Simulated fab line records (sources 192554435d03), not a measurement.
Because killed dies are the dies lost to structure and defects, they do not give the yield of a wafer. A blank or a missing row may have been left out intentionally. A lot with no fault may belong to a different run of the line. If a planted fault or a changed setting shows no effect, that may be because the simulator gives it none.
fab line records ; flow n5-finfet
[record] lots = 7; wafers = 39
route steps=1938 shown FIN_SAQP@96 DUMMY_GATE@214 HKMG_FIN@451 BEOL_M0_SAQP@634 BEOL_M3@931 BEOL_M4@1021
start-h: the number of hours between the record's first day and the start of the first shown wafer of the lot ; wait-h: hours elapsed since this lot's preceding step ; " as in the row above ; L1.1+2: one row covering several wafers at once ; - no value, or no start given ; * or withheld: withheld ; < > ~ a bound
route shown NAME@n: names a module that has steps shown in the file, with the first one's number in the route ; usual: mean and standard deviation over wafers with no fault ; same: alike in all rows ; chamber/n: place in a boat ; sites: readings site by site ; _std_site: standard deviation of those values ; _edge_site: the outer-site mean with the inner-site mean subtracted ; radius-mm: for every site, how far away it sits from the centre of the wafer ; mask NAME#n: copy n ; behind: the most recent tool/chamber to have shaped the wafer ; hold: what put the lot on hold/how long, in hours/how the hold closed ; device: the n, p or np transistor that did not switch ; end of line: tests of these same wafers at the route's end ; a step with no rows: only its recipe ; killed: the dies lost at the first sort to structure and to defects; this is not the yield of the wafer ; map: a wafer's dies, marking killed ones x, the rest . and places with no die _
set.NAME: the setting as run; set.NAME@STEP: as run at that earlier step ; model.NAME: the simulator's own value behind a step, which no gauge read
lots with deliberately changed settings; one table per step, one row per wafer
[[steps]]
[step N5_FIN_SAQP_HM_DEP_03]
[recipe] material = SiNx; target-thk-a = 380; temp-c = 400; precursor = SiH4/NH3/N2; pressure-torr = 1.5; rf-w = 300; time-s = 33.6
lot.wafer;tool;chamber;start-h;wait-h;set.time-s;model.SiNx_of_FIN_SAQP_HM_DEP_03.thk-nm
L075.1;pecvd-03;2;27.03;0.2;33.6;37.39
L075.2;pecvd-03;0;27.03;0.2;24.48;27.71
L075.3;pecvd-03;1;27.03;0.2;24.48;28
L075.4;pecvd-03;1;27.03;0.2;33.6;38.82
L075.5;pecvd-03;0;27.03;0.2;33.6;38.54
L075.6;pecvd-03;2;27.03;0.2;24.48;27.79
L082.1;pecvd-04;1;69.94;0.2;41.71;46.08
L082.2;pecvd-04;0;69.94;0.2;33.6;36.79
L082.3;pecvd-04;0;69.94;0.2;41.71;46.38
L082.4;pecvd-04;1;69.94;0.2;41.71;46.56
L082.5;pecvd-04;1;69.94;0.2;33.6;37.78
L082.6;pecvd-04;0;69.94;0.2;33.6;37.55
L084.1;pecvd-03;2;81.28;0.2;33.6;37.25
L084.2;pecvd-03;0;81.28;0.2;14.68;16.52
L084.3;pecvd-03;1;81.28;0.2;14.68;16.62
L084.4;pecvd-03;1;81.28;0.2;33.6;39.2
L084.5;pecvd-03;2;81.28;0.2;14.68;16.66
L084.6;pecvd-03;0;81.28;0.2;33.6;38.58
L087.1;pecvd-04;0;100.69;0.2;33.6;36.68
L087.2;pecvd-04;1;100.69;0.2;19.22;21.48
L087.3;pecvd-04;1;100.69;0.2;19.22;21.73
L087.4;pecvd-04;0;100.69;0.2;19.22;20.94
L087.5;pecvd-04;0;100.69;0.2;33.6;37.17
L087.6;pecvd-04;1;100.69;0.2;33.6;37.79
L091.1;pecvd-04;0;123.53;0.2;33.6;36.79
L091.2;pecvd-04;1;123.53;0.2;33.6;37.31
L091.3;pecvd-04;1;123.53;0.2;33.6;38.32
L091.4;pecvd-04;0;123.53;0.2;33.6;37.59
L091.5;pecvd-04;1;123.53;0.2;33.6;38.09
L091.6;pecvd-04;0;123.53;0.2;33.6;37.5
L094.3;pecvd-03;2;142.88;0.2;33.6;37.63
L094.4;pecvd-03;0;142.88;0.2;33.6;38.66
L094.5;pecvd-03;2;142.88;0.2;33.6;38.24
L096.1;pecvd-03;2;152.88;0.2;33.6;37.56
L096.2;pecvd-03;1;152.88;0.2;33.6;37.84
L096.3;pecvd-03;0;152.88;0.2;33.6;38.24
L096.4;pecvd-03;2;152.88;0.2;33.6;38.07
L096.5;pecvd-03;1;152.88;0.2;33.6;38.41
L096.6;pecvd-03;0;152.88;0.2;33.6;38.66
[step N5_FIN_SAQP_THK_MEAS_05]
[usual] thk-nm = 37.8/0.55
lot.wafer;tool;chamber;start-h;wait-h;set.time-s@FIN_SAQP_HM_DEP_03;thk-nm
L075.1;film-metro-01;-;27.12;0.1;33.6;37.4
L075.2;film-metro-01;-;27.12;0.1;24.48;27.7
L075.3;film-metro-01;-;27.12;0.1;24.48;28.0
L075.4;film-metro-01;-;27.12;0.1;33.6;38.9
L075.5;film-metro-01;-;27.12;0.1;33.6;38.6
L075.6;film-metro-01;-;27.12;0.1;24.48;27.8
L082.1;film-metro-01;-;70.05;0.1;41.71;46.1
L082.2;film-metro-01;-;70.05;0.1;33.6;36.8
L082.3;film-metro-01;-;70.05;0.1;41.71;46.4
L082.4;film-metro-01;-;70.05;0.1;41.71;46.6
L082.5;film-metro-01;-;70.05;0.1;33.6;37.8
L082.6;film-metro-01;-;70.05;0.1;33.6;37.6
L084.1;film-metro-02;-;81.36;0.1;33.6;37.3
L084.2;film-metro-02;-;81.36;0.1;14.68;16.5
L084.3;film-metro-02;-;81.36;0.1;14.68;16.6
L084.4;film-metro-02;-;81.36;0.1;33.6;39.2
L084.5;film-metro-02;-;81.36;0.1;14.68;16.7
L084.6;film-metro-02;-;81.36;0.1;33.6;38.6
L087.1;film-metro-01;-;100.80;0.1;33.6;36.6
L087.2;film-metro-01;-;100.80;0.1;19.22;21.5
L087.3;film-metro-01;-;100.80;0.1;19.22;21.8
L087.4;film-metro-01;-;100.80;0.1;19.22;20.9
L087.5;film-metro-01;-;100.80;0.1;33.6;37.1
L087.6;film-metro-01;-;100.80;0.1;33.6;37.9
L091.1;film-metro-02;-;123.65;0.1;33.6;36.8
L091.2;film-metro-02;-;123.65;0.1;33.6;37.3
L091.3;film-metro-02;-;123.65;0.1;33.6;38.3
L091.4;film-metro-02;-;123.65;0.1;33.6;37.6
L091.5;film-metro-02;-;123.65;0.1;33.6;38.1
L091.6;film-metro-02;-;123.65;0.1;33.6;37.5
L094.3;film-metro-02;-;142.97;0.1;33.6;37.6
L094.4;film-metro-02;-;142.97;0.1;33.6;38.6
L094.5;film-metro-02;-;142.97;0.1;33.6;38.2
L096.1;film-metro-02;-;152.97;0.1;33.6;37.5
L096.2;film-metro-02;-;152.97;0.1;33.6;37.8
L096.3;film-metro-02;-;152.97;0.1;33.6;38.2
L096.4;film-metro-02;-;152.97;0.1;33.6;38.0
L096.5;film-metro-02;-;152.97;0.1;33.6;38.4
L096.6;film-metro-02;-;152.97;0.1;33.6;38.7
[step N5_FIN_SAQP_PECVD_47]
[recipe] material = a-Si; target-thk-a = 450; temp-c = 400; precursor = SiH4/He; pressure-torr = 3; rf-w = 100; time-s = 36.3
[step N5_FIN_SAQP_PECVD_48]
[recipe] material = SiNx; target-thk-a = 250; temp-c = 400; precursor = SiH4/NH3/N2; pressure-torr = 1.5; rf-w = 300; time-s = 22.1
[step N5_FIN_SAQP_MANDREL2_REMOVE_60]
[recipe] chemistry = HBr/Cl2/O2; bt-time-s = 10; target = a-Si; stop-on = SiNx; endpoint = OES-SiCl; over-etch-frac = 1; icp-w = 600; bias-w = 22; HBr_flow_sccm = 150; Cl2_flow_sccm = 80; O2_flow_sccm = 5; pressure-mtorr = 10
[step N5_FIN_SAQP_HM_OPEN_33]
[recipe] chemistry = CH3F/O2; target = SiNx; mask-material = SiO2; target-depth-a = 494; time-s = 70.6; pressure-mtorr = 30; source-w = 395; bias-w = 73; Ar_flow_sccm = 150; CH3F_flow_sccm = 30; O2_flow_sccm = 20; ion-energy-ev = 120; ends = cleared
[usual] etch-rf-on-time-s = 69.3/1.9
lot.wafer;tool;chamber;start-h;wait-h;set.time-s@FIN_SAQP_HM_DEP_03;etch-rf-on-time-s;model.etch.depth-nm
L075.1;rie-diel-01;0;32.76;0.3;33.6;68.0;36.76
L075.2;rie-diel-01;3;32.76;0.3;24.48;49.7;27.08
L075.3;rie-diel-01;1;32.76;0.3;24.48;51.4;27.34
L075.4;rie-diel-01;2;32.76;0.3;33.6;70.6;38.12
L075.5;rie-diel-01;2;32.76;0.3;33.6;70.3;37.89
L075.6;rie-diel-01;1;32.76;0.3;24.48;50.8;27.1
L082.1;rie-diel-05;2;74.46;0.0;41.71;84.5;45.42
L082.2;rie-diel-05;1;74.46;0.0;33.6;65.6;36.17
L082.3;rie-diel-05;3;74.46;0.0;41.71;86.3;45.75
L082.4;rie-diel-05;0;74.46;0.0;41.71;87.8;45.86
L082.5;rie-diel-05;2;74.46;0.0;33.6;69.8;37.15
L082.6;rie-diel-05;1;74.46;0.0;33.6;66.6;36.86
L084.1;rie-diel-01;1;86.66;0.0;33.6;68.4;36.56
L084.2;rie-diel-01;2;86.66;0.0;14.68;29.7;15.89
L084.3;rie-diel-01;0;86.66;0.0;14.68;30.0;15.89
L084.4;rie-diel-01;3;86.66;0.0;33.6;71.5;38.57
L084.5;rie-diel-01;2;86.66;0.0;14.68;30.0;16.03
L084.6;rie-diel-01;3;86.66;0.0;33.6;69.9;37.89
L087.1;rie-diel-06;3;105.89;0.2;33.6;66.3;35.94
L087.2;rie-diel-06;0;105.89;0.2;19.22;39.4;20.86
L087.3;rie-diel-06;2;105.89;0.2;19.22;39.3;21.1
L087.4;rie-diel-06;1;105.89;0.2;19.22;40.3;20.25
L087.5;rie-diel-06;3;105.89;0.2;33.6;67.7;36.54
L087.6;rie-diel-06;0;105.89;0.2;33.6;70.7;37.17
L091.1;rie-diel-05;0;128.24;0.1;33.6;69.2;36.06
L091.2;rie-diel-05;3;128.24;0.1;33.6;68.4;36.69
L091.3;rie-diel-05;2;128.24;0.1;33.6;69.2;37.63
L091.4;rie-diel-05;1;128.24;0.1;33.6;66.8;36.96
L091.5;rie-diel-05;3;128.24;0.1;33.6;70.2;37.46
L091.6;rie-diel-05;2;128.24;0.1;33.6;67.7;36.77
L094.3;rie-diel-06;0;147.40;0.0;33.6;68.7;37
L094.4;rie-diel-06;3;147.40;0.0;33.6;69.4;37.92
L094.5;rie-diel-06;3;147.40;0.0;33.6;68.9;37.61
L096.1;rie-diel-06;1;157.61;0.0;33.6;71.7;36.83
L096.2;rie-diel-06;3;157.61;0.0;33.6;67.9;37.21
L096.3;rie-diel-06;0;157.61;0.0;33.6;69.8;37.55
L096.4;rie-diel-06;2;157.61;0.0;33.6;68.9;37.44
L096.5;rie-diel-06;0;157.61;0.0;33.6;71.0;37.68
L096.6;rie-diel-06;1;157.61;0.0;33.6;74.4;38.03
[step N5_DUMMY_GATE_ALD_02]
[recipe] material = SiO2; target-thk-a = 20; temp-c = 300; ald-precursor-family = BDEAS; ald-co-reactant = O2-plasma; pulse-time-s = 1; pressure-torr = 2
lot.wafer;tool;chamber;start-h;wait-h;set.target-thk-a;model.SiO2_of_DUMMY_GATE_ALD_02.thk-nm
L075.1+2+3+4+5+6;ald-sin-02;0,2,3,1,3,2;43.81;0.0;20;2
L082.1+2+6;ald-sin-04;0,1,0;86.49;0.6;14.01;1.4
L082.3+4+5;ald-sin-04;3,3,1;86.49;0.6;20;2
L084.1+2+5;ald-sin-01;3,1,0;99.35;0.9;24.57;2.4
L084.3+4+6;ald-sin-01;2,0,1;99.35;0.9;20;2
L087.1+2+4;ald-sin-02;0,2,3;117.37;0.1;20;2
L087.3+5+6;ald-sin-02;1,0,1;117.37;0.1;31.43;3.2
L091.1+2+4;ald-sin-02;1,2,0;139.58;0.0;20;2
L091.3+5+6;ald-sin-02;3,0,3;139.58;0.0;15.03;1.6
L094.3+4+5;ald-sin-02;3,2,3;159.01;0.2;20;2
L096.1+2+5;ald-sin-02;2,3,1;168.49;0.0;20;2
L096.3+4+6;ald-sin-02;0,1,2;168.49;0.0;23.82;2.4
[step N5_DUMMY_GATE_CVD_03]
[recipe] material = a-Si; target-thk-a = 1500; temp-c = 530; precursor = SiH4; time-s = 8042
[step N5_DUMMY_GATE_PRECLEAN_46]
[recipe] chemistry = DIW; time-s = 89.5; temp-c = 23
[step N5_DUMMY_GATE_ETCH_32]
[recipe] chemistry = CF4; target = SiO2; target-depth-a = 35; time-s = 3.9; ion-energy-ev = 350; pressure-mtorr = 10; icp-w = 800; bias-w = 400; cf4-flow-sccm = 80
[step N5_DUMMY_GATE_ETCH_23]
[recipe] chemistry = HBr/Cl2/O2; HBr_flow_sccm = 150; Cl2_flow_sccm = 80; O2_flow_sccm = 12; bias-w = 102; target-depth-a = 410; time-s = 22.3; target = poly-Si; mask-material = SiO2; pressure-mtorr = 10; icp-w = 800
[step N5_DUMMY_GATE_ETCH_44]
[recipe] chemistry = HBr/O2; over-etch-frac = 0.7; target-depth-a = 1275; stop-on = SiO2; ion-energy-ev = 60; bias-w = 20; target = poly-Si; mask-material = SiO2; pressure-mtorr = 20; icp-w = 400; HBr_flow_sccm = 120; O2_flow_sccm = 10
lot.wafer;tool;chamber;start-h;wait-h;set.target-thk-a@DUMMY_GATE_ALD_02;model.SiO2_of_DUMMY_GATE_ALD_02.thk-nm
L075.1+2+3+4+5+6;rie-si-01;3,2,1,0,2,3;55.13;0.0;20;2
L082.1+2+6;rie-si-04;3,2,1;98.51;0.0;14.01;1.4
L082.3+4+5;rie-si-04;1,0,2;98.51;0.0;20;2
L084.1+2+5;rie-si-06;2,1,3;108.70;0.0;24.57;2.4
L084.3+4+6;rie-si-06;0,3,0;108.70;0.0;20;2
L087.1+2+4;rie-si-06;1,3,0;126.64;0.0;20;2
L087.3+5+6;rie-si-06;2,0,3;126.64;0.0;31.43;3.2
L091.1+2+4;rie-si-04;0,3,2;148.97;0.0;20;2
L091.3+6;rie-si-04;1;148.97;0.0;15.03;1.4
L091.5;rie-si-04;2;148.97;0.0;15.03;1.6
L094.3+4+5;rie-si-06;0,2,1;168.65;0.0;20;2
L096.1+2+5;rie-si-06;0,2,2;177.88;0.0;20;2
L096.3+4+6;rie-si-06;3,1,1;177.88;0.0;23.82;2.4
[step N5_HKMG_FIN_ETCH_67]
[recipe] chemistry = N2/H2; target = SOC; target-depth-a = 3889; stop-on = TiN; ion-energy-ev = 100; bias-w = 61; pressure-mtorr = 30; source-w = 850; n2-flow-sccm = 200; h2-flow-sccm = 200
lot.wafer;tool;chamber;start-h;wait-h;set.target-depth-a;model.SOC_of_HKMG_FIN_COAT_66.thk-nm
L075.1;rie-diel-05;2;87.14;-;3889;16.2
L075.2;rie-diel-05;0;87.14;-;3176;76.2
L075.3;rie-diel-05;3;87.14;-;3889;18.2
L075.4;rie-diel-05;1;87.14;-;3176;59.8
L075.5;rie-diel-05;0;87.14;-;3889;26.8
L075.6;rie-diel-05;3;87.14;-;3176;70.8
L082.1;rie-diel-06;0;131.42;-;3889;21.4
L082.2;rie-diel-06;1;131.42;-;1786;177.6
L082.3;rie-diel-06;3;131.42;-;1786;166
L082.4;rie-diel-06;2;131.42;-;3889;19
L082.5;rie-diel-06;1;131.42;-;3889;36.6
L082.6;rie-diel-06;2;131.42;-;1786;169
L084.1;rie-diel-06;1;139.96;-;3889;35.2
L084.2;rie-diel-06;3;139.96;-;3889;8.2
L084.3;rie-diel-06;0;139.96;-;1626;182
L084.4;rie-diel-06;2;139.96;-;3889;16.4
L084.5;rie-diel-06;3;139.96;-;1626;177.4
L084.6;rie-diel-06;2;139.96;-;1626;180.4
L087.1;rie-diel-05;2;157.72;-;3889;17.6
L087.2;rie-diel-05;1;157.72;-;2157;137.8
L087.3;rie-diel-05;3;157.72;-;2157;146
L087.4;rie-diel-05;2;157.72;-;3889;18
L087.5;rie-diel-05;3;157.72;-;2157;147.2
L087.6;rie-diel-05;1;157.72;-;3889;8.2
L091.1;rie-diel-06;3;179.49;-;2892;84
L091.2;rie-diel-06;2;179.49;-;2892;88
L091.3;rie-diel-06;3;179.49;-;2892;83.8
L091.4;rie-diel-06;2;179.49;-;3889;16.8
L091.5;rie-diel-06;3;179.49;-;3889;9.4
L091.6;rie-diel-06;2;179.49;-;3889;17.4
L094.3+5;rie-diel-06;3;198.16;-;3889;8.4
L094.4;rie-diel-06;2;198.16;-;3889;12.8
L096.1;rie-diel-01;2;209.82;-;3889;20
L096.2;rie-diel-01;0;209.82;-;3889;8.2
L096.3;rie-diel-01;2;209.82;-;3889;16.6
L096.4+5+6;rie-diel-01;0,0,2;209.82;-;4697;8.2
[step N5_BEOL_M0_SAQP_HM_DEP_02]
[recipe] material = TiN; target-thk-a = 120; temp-c = 25; chamber-pressure-pa = 0.49996
lot.wafer;tool;chamber;start-h;wait-h;set.target-thk-a;model.TiN_of_BEOL_M0_SAQP_HM_DEP_02.thk-nm
L075.1+2+6;pvd-sputter-03;-;128.36;3.2;52.7;5.4
L075.3;pvd-sputter-03;-;128.36;3.2;120;12.2
L075.4+5;pvd-sputter-03;-;128.36;3.2;120;12
L082.1+4;pvd-sputter-03;-;161.23;3.2;120;12
L082.2+3+5;pvd-sputter-03;-;161.23;3.2;56.33;5.6
L082.6;pvd-sputter-03;-;161.23;3.2;120;11.8
L084.1+5+6;pvd-sputter-03;-;167.15;1.0;75.99;7.6
L084.2+4;pvd-sputter-03;-;167.15;1.0;120;12.2
L084.3;pvd-sputter-03;-;167.15;1.0;120;12
L087.1;pvd-sputter-03;-;190.41;3.4;120;11.8
L087.2+3+4+5+6;pvd-sputter-03;-;190.41;3.4;120;12
L091.1+4+6;pvd-sputter-01;-;207.52;0.6;168.3;17
L091.2+3;pvd-sputter-01;-;207.52;0.6;120;12.2
L091.5;pvd-sputter-01;-;207.52;0.6;120;12
L094.3+5;pvd-sputter-02;-;228.75;1.6;120;12
L094.4;pvd-sputter-02;-;228.75;1.6;120;12.2
L096.1+4+5;pvd-sputter-01;-;241.47;3.4;99.61;10
L096.2+3;pvd-sputter-01;-;241.47;3.4;120;12
L096.6;pvd-sputter-01;-;241.47;3.4;120;12.2
[step N5_BEOL_M3_ILD_DEP_00]
[recipe] material = SiOC; target-thk-a = 790; temp-c = 350; precursor = DEMS/O2; pressure-torr = 5; rf-w = 500; time-s = 15.3
lot.wafer;tool;chamber;start-h;wait-h;set.time-s;model.SiOC_of_BEOL_M3_ILD_DEP_00.thk-nm
L075.1;pecvd-01;2;165.46;0.0;15.3;78
L075.2;pecvd-01;0;165.46;0.0;15.3;77.8
L075.3;pecvd-01;1;165.46;0.0;15.3;78.8
L075.4+6;pecvd-01;1,2;165.46;0.0;15.3;79.8
L075.5;pecvd-01;0;165.46;0.0;15.3;79
L082.1;pecvd-01;0;194.56;0.0;15.3;78.6
L082.2;pecvd-01;1;194.56;0.0;15.3;79
L082.3;pecvd-01;2;194.56;0.0;19.33;99.6
L082.4;pecvd-01;0;194.56;0.0;15.3;80.8
L082.5+6;pecvd-01;1,2;194.56;0.0;19.33;100.6
L084.1;pecvd-04;1;198.54;0.0;15.3;78.8
L084.2;pecvd-04;0;198.54;0.0;15.3;77
L084.3;pecvd-04;1;198.54;0.0;15.3;79.8
L084.4;pecvd-04;0;198.54;0.0;15.3;78.6
L084.5;pecvd-04;1;198.54;0.0;15.3;79.2
L084.6;pecvd-04;0;198.54;0.0;15.3;79.6
L087.1;pecvd-04;1;229.57;0.0;6.965;36.8
L087.2;pecvd-04;2;229.57;0.0;15.3;78.2
L087.3;pecvd-04;0;229.57;0.0;6.965;35.6
L087.4;pecvd-04;0;229.57;0.0;6.965;34.4
L087.5;pecvd-04;2;229.57;0.0;15.3;78
L087.6;pecvd-04;1;229.57;0.0;15.3;80.4
L091.1;pecvd-01;0;245.60;0.0;6.574;35.2
L091.2;pecvd-01;1;245.60;0.0;15.3;78.6
L091.3;pecvd-01;2;245.60;0.0;6.574;33.8
L091.4;pecvd-01;1;245.60;0.0;6.574;35
L091.5;pecvd-01;2;245.60;0.0;15.3;80.4
L091.6;pecvd-01;0;245.60;0.0;15.3;81.2
L094.3;pecvd-04;1;265.72;0.0;15.3;79.2
L094.4+5;pecvd-04;2,0;265.72;0.0;15.3;79.4
L096.1;pecvd-01;2;284.62;0.0;15.3;77.4
L096.2;pecvd-01;1;284.62;0.0;15.3;79
L096.3;pecvd-01;0;284.62;0.0;15.3;78.4
L096.4;pecvd-01;2;284.62;0.0;15.3;79.2
L096.5;pecvd-01;1;284.62;0.0;15.3;80.4
L096.6;pecvd-01;0;284.62;0.0;15.3;80.2
[step N5_BEOL_M3_THK_MEAS_01]
[recipe] reads = SiOC_of_BEOL_M3_ILD_DEP_00
[usual] M3_ILD_THK = 79.3/0.98
lot.wafer;tool;chamber;start-h;wait-h;set.time-s@BEOL_M3_ILD_DEP_00;M3_ILD_THK[nm]
L075.1;film-metro-01;-;165.53;0.0;15.3;78.0
L075.2;film-metro-01;-;165.53;0.0;15.3;77.7
L075.3;film-metro-01;-;165.53;0.0;15.3;78.8
L075.4;film-metro-01;-;165.53;0.0;15.3;79.8
L075.5;film-metro-01;-;165.53;0.0;15.3;79.0
L075.6;film-metro-01;-;165.53;0.0;15.3;79.7
L082.1;film-metro-01;-;194.63;0.0;15.3;78.6
L082.2;film-metro-01;-;194.63;0.0;15.3;78.9
L082.3;film-metro-01;-;194.63;0.0;19.33;99.5
L082.4;film-metro-01;-;194.63;0.0;15.3;80.9
L082.5;film-metro-01;-;194.63;0.0;19.33;100.6
L082.6;film-metro-01;-;194.63;0.0;19.33;100.5
L084.1;film-metro-02;-;198.62;0.1;15.3;78.9
L084.2;film-metro-02;-;198.62;0.1;15.3;76.9
L084.3;film-metro-02;-;198.62;0.1;15.3;79.8
L084.4;film-metro-02;-;198.62;0.1;15.3;78.5
L084.5;film-metro-02;-;198.62;0.1;15.3;79.2
L084.6;film-metro-02;-;198.62;0.1;15.3;79.5
L087.1;film-metro-01;-;229.64;0.0;6.965;36.8
L087.2;film-metro-01;-;229.64;0.0;15.3;78.2
L087.3;film-metro-01;-;229.64;0.0;6.965;35.6
L087.4;film-metro-01;-;229.64;0.0;6.965;34.4
L087.5;film-metro-01;-;229.64;0.0;15.3;78.0
L087.6;film-metro-01;-;229.64;0.0;15.3;80.4
L091.1;film-metro-01;-;245.67;0.0;6.574;35.3
L091.2;film-metro-01;-;245.67;0.0;15.3;78.7
L091.3;film-metro-01;-;245.67;0.0;6.574;33.8
L091.4;film-metro-01;-;245.67;0.0;6.574;35.0
L091.5;film-metro-01;-;245.67;0.0;15.3;80.3
L091.6;film-metro-01;-;245.67;0.0;15.3;81.2
L094.3;film-metro-01;-;265.79;0.1;15.3;79.1
L094.4;film-metro-01;-;265.79;0.1;15.3;79.3
L094.5;film-metro-01;-;265.79;0.1;15.3;79.4
L096.1;film-metro-02;-;284.69;0.0;15.3;77.4
L096.2;film-metro-02;-;284.69;0.0;15.3;79.0
L096.3;film-metro-02;-;284.69;0.0;15.3;78.4
L096.4;film-metro-02;-;284.69;0.0;15.3;79.0
L096.5;film-metro-02;-;284.69;0.0;15.3;80.4
L096.6;film-metro-02;-;284.69;0.0;15.3;80.1
[step N5_BEOL_M4_ILD_DEP_00]
[recipe] material = SiOC; target-thk-a = 790; temp-c = 350; precursor = DEMS/O2; pressure-torr = 5; rf-w = 500; time-s = 15.3
lot.wafer;tool;chamber;start-h;wait-h;set.target-thk-a;model.SiOC_of_BEOL_M4_ILD_DEP_00.thk-nm
L075.1;pecvd-02;1;176.68;0.0;790;77.4
L075.2;pecvd-02;2;176.68;0.0;790;77.6
L075.3;pecvd-02;0;176.68;0.0;790;78.8
L075.4;pecvd-02;0;176.68;0.0;790;79.8
L075.5;pecvd-02;1;176.68;0.0;790;79
L075.6;pecvd-02;2;176.68;0.0;790;78.4
L082.1;pecvd-01;2;215.97;0.0;790;77.2
L082.2;pecvd-01;1;215.97;0.0;790;79
L082.3;pecvd-01;1;215.97;0.0;790;79.6
L082.4;pecvd-01;2;215.97;0.0;790;78.6
L082.5;pecvd-01;2;215.97;0.0;790;78.4
L082.6;pecvd-01;1;215.97;0.0;790;80.2
L084.1;pecvd-03;0;219.13;0.0;790;77.2
L084.2;pecvd-03;1;219.13;0.0;917.2;91.2
L084.3;pecvd-03;0;219.13;0.0;917.2;90.6
L084.4;pecvd-03;1;219.13;0.0;790;79.8
L084.5;pecvd-03;1;219.13;0.0;790;78.8
L084.6;pecvd-03;0;219.13;0.0;917.2;90.8
L087.1;pecvd-01;1;247.76;0.0;990.2;98.2
L087.2;pecvd-01;0;247.76;0.0;990.2;98
L087.3;pecvd-01;2;247.76;0.0;790;77.8
L087.4;pecvd-01;1;247.76;0.0;990.2;99.6
L087.5;pecvd-01;0;247.76;0.0;790;79.8
L087.6;pecvd-01;2;247.76;0.0;790;78.6
L091.1;pecvd-02;0;255.65;0.0;590.2;58.8
L091.2+3;pecvd-02;1,2;255.65;0.0;790;78
L091.4;pecvd-02;2;255.65;0.0;790;79.6
L091.5;pecvd-02;1;255.65;0.0;590.2;59.2
L091.6;pecvd-02;0;255.65;0.0;590.2;58.6
L094.3;pecvd-02;0;285.19;0.0;790;78.2
L094.4;pecvd-02;1;285.19;0.0;790;79.2
L094.5;pecvd-02;0;285.19;0.0;790;79.4
L096.1;pecvd-01;2;294.37;0.0;790;78.2
L096.2;pecvd-01;0;294.37;0.0;790;78
L096.3;pecvd-01;1;294.37;0.0;790;77.4
L096.4;pecvd-01;2;294.37;0.0;790;79.4
L096.5;pecvd-01;1;294.37;0.0;790;78.6
L096.6;pecvd-01;0;294.37;0.0;790;79.2
[step N5_BEOL_M4_THK_MEAS_01]
[recipe] reads = SiOC_of_BEOL_M4_ILD_DEP_00
[usual] M4_ILD_THK = 78.7/0.98
lot.wafer;tool;chamber;start-h;wait-h;set.target-thk-a@BEOL_M4_ILD_DEP_00;M4_ILD_THK[nm]
L075.1;film-metro-01;-;176.75;0.0;790;77.5
L075.2;film-metro-01;-;176.75;0.0;790;77.6
L075.3;film-metro-01;-;176.75;0.0;790;78.9
L075.4;film-metro-01;-;176.75;0.0;790;79.8
L075.5;film-metro-01;-;176.75;0.0;790;79.1
L075.6;film-metro-01;-;176.75;0.0;790;78.3
L082.1;film-metro-02;-;216.05;0.1;790;77.2
L082.2;film-metro-02;-;216.05;0.1;790;79.0
L082.3;film-metro-02;-;216.05;0.1;790;79.5
L082.4;film-metro-02;-;216.05;0.1;790;78.6
L082.5;film-metro-02;-;216.05;0.1;790;78.4
L082.6;film-metro-02;-;216.05;0.1;790;80.2
L084.1;film-metro-01;-;219.21;0.1;790;77.3
L084.2;film-metro-01;-;219.21;0.1;917.2;91.1
L084.3;film-metro-01;-;219.21;0.1;917.2;90.6
L084.4;film-metro-01;-;219.21;0.1;790;79.7
L084.5;film-metro-01;-;219.21;0.1;790;78.8
L084.6;film-metro-01;-;219.21;0.1;917.2;90.7
L087.1;film-metro-01;-;247.83;0.0;990.2;98.1
L087.2;film-metro-01;-;247.83;0.0;990.2;97.9
L087.3;film-metro-01;-;247.83;0.0;790;77.8
L087.4;film-metro-01;-;247.83;0.0;990.2;99.5
L087.5;film-metro-01;-;247.83;0.0;790;79.9
L087.6;film-metro-01;-;247.83;0.0;790;78.7
L091.1;film-metro-01;-;255.71;0.0;590.2;58.7
L091.2;film-metro-01;-;255.71;0.0;790;78.1
L091.3;film-metro-01;-;255.71;0.0;790;78.1
L091.4;film-metro-01;-;255.71;0.0;790;79.6
L091.5;film-metro-01;-;255.71;0.0;590.2;59.2
L091.6;film-metro-01;-;255.71;0.0;590.2;58.6
L094.3;film-metro-01;-;285.26;0.1;790;78.2
L094.4;film-metro-01;-;285.26;0.1;790;79.2
L094.5;film-metro-01;-;285.26;0.1;790;79.5
L096.1;film-metro-01;-;294.44;0.0;790;78.0
L096.2;film-metro-01;-;294.44;0.0;790;78.1
L096.3;film-metro-01;-;294.44;0.0;790;77.5
L096.4;film-metro-01;-;294.44;0.0;790;79.4
L096.5;film-metro-01;-;294.44;0.0;790;78.7
L096.6;film-metro-01;-;294.44;0.0;790;79.3
[[key]]
[split] step = N5_FIN_SAQP_HM_DEP_03; setting = time-s; stated = 33.6; by = wafer
[response] step = N5_FIN_SAQP_HM_DEP_03; reading = model.SiNx_of_FIN_SAQP_HM_DEP_03.thk-nm; change = +0.38; per = 1%; r = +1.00
[response] step = N5_FIN_SAQP_THK_MEAS_05; reading = thk-nm; change = *; per = 1%; r = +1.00
[response] step = N5_FIN_SAQP_HM_OPEN_33; reading = etch-rf-on-time-s; change = *; per = 1%; r = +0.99
[response] step = N5_FIN_SAQP_HM_OPEN_33; reading = model.etch.depth-nm; change = +0.38; per = 1%; r = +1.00
[split] step = N5_DUMMY_GATE_ALD_02; setting = target-thk-a; stated = 20; by = wafer
[response] step = N5_DUMMY_GATE_ALD_02; reading = model.SiO2_of_DUMMY_GATE_ALD_02.thk-nm; change = +0.02; per = 1%; r = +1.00
[response] step = N5_DUMMY_GATE_ETCH_44; reading = model.SiO2_of_DUMMY_GATE_ALD_02.thk-nm; change = +0.0206; per = 1%; r = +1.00
[split] step = N5_HKMG_FIN_ETCH_67; setting = target-depth-a; stated = 3889; by = wafer
[response] step = N5_HKMG_FIN_ETCH_67; reading = model.SOC_of_HKMG_FIN_COAT_66.thk-nm; shape = bent; at-lowest = 179.9; at-stated = 17.13; at-highest = 8.2
[split] step = N5_BEOL_M0_SAQP_HM_DEP_02; setting = target-thk-a; stated = 120; by = wafer
[response] step = N5_BEOL_M0_SAQP_HM_DEP_02; reading = model.TiN_of_BEOL_M0_SAQP_HM_DEP_02.thk-nm; change = +0.12; per = 1%; r = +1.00
[split] step = N5_BEOL_M3_ILD_DEP_00; setting = time-s; stated = 15.3; by = wafer
[response] step = N5_BEOL_M3_ILD_DEP_00; reading = model.SiOC_of_BEOL_M3_ILD_DEP_00.thk-nm; change = +0.795; per = 1%; r = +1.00
[response] step = N5_BEOL_M3_THK_MEAS_01; reading = M3_ILD_THK; change = +0.794; per = 1%; r = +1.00
[split] step = N5_BEOL_M4_ILD_DEP_00; setting = target-thk-a; stated = 790; by = wafer
[response] step = N5_BEOL_M4_ILD_DEP_00; reading = model.SiOC_of_BEOL_M4_ILD_DEP_00.thk-nm; change = +0.778; per = 1%; r = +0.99
[response] step = N5_BEOL_M4_THK_MEAS_01; reading = M4_ILD_THK; change = +0.776; per = 1%; r = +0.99
